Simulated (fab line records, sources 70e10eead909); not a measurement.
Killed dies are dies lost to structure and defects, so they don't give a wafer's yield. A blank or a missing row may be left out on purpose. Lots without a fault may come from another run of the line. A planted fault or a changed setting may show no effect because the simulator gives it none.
Chamber matching | flow nand_harc | NHARC_A_STAIRCASE_DEP_325 on pecvd-04: 3 sister chambers
The step deposits SiO2, target thk 7200 nm. 6 wafers are shown with their chamber, then 7 later ones without.

WAFERS WITH THEIR CHAMBER
wafer  | chamber | heater_power_outer_w (W) | heater_power_w (W)
L081.5 | 0       | 335                      | 638
L088.4 | 1       | 370                      | 607
L088.5 | 0       | 328                      | 643
L088.6 | 2       | 407                      | 639
L091.1 | 2       | 494                      | 731
L091.4 | 1       | 378                      | 597

WAFERS WITHOUT THEIR CHAMBER
wafer  | heater_power_outer_w (W) | heater_power_w (W)
L091.5 | 365                      | 603
L094.3 | 374                      | 597
L094.5 | 366                      | 609
L094.6 | 412                      | 638
L096.1 | 386                      | 707
L096.2 | 474                      | 725
L096.5 | 296                      | 591

WHICH CHAMBER EACH WENT THROUGH
wafer  | from the rows above          | in truth
L091.5 | can't be placed: 1 or 0      | 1
L094.3 | can't be placed: 1 or 0      | 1
L094.5 | can't be placed: 1 or 0      | 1
L094.6 | can't be placed: 1 or 2 or 0 | 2
L096.1 | can't be placed: 2 or 0 or 1 | 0
L096.2 | 2                            | 2
L096.5 | can't be placed: 0 or 1      | 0
Placed correctly: 1 of 7. Can't be placed from these rows: 6 (the true chamber is among the candidates in 6). Placed wrongly: 0.
How it was worked out, from the rows above alone: a wafer's distance from a chamber is the root of the sum, over the readings, of the square of ((its reading less the chamber's mean) divided by the reading's scatter). The wafer belongs to the nearest chamber; if the next one is less than 2 further off, it can't be placed. A chamber's mean is the mean of its shown wafers. The scatter: the root of (the sum of the squares of (reading less its chamber's mean) over the shown wafers, divided by (wafers less chambers)).
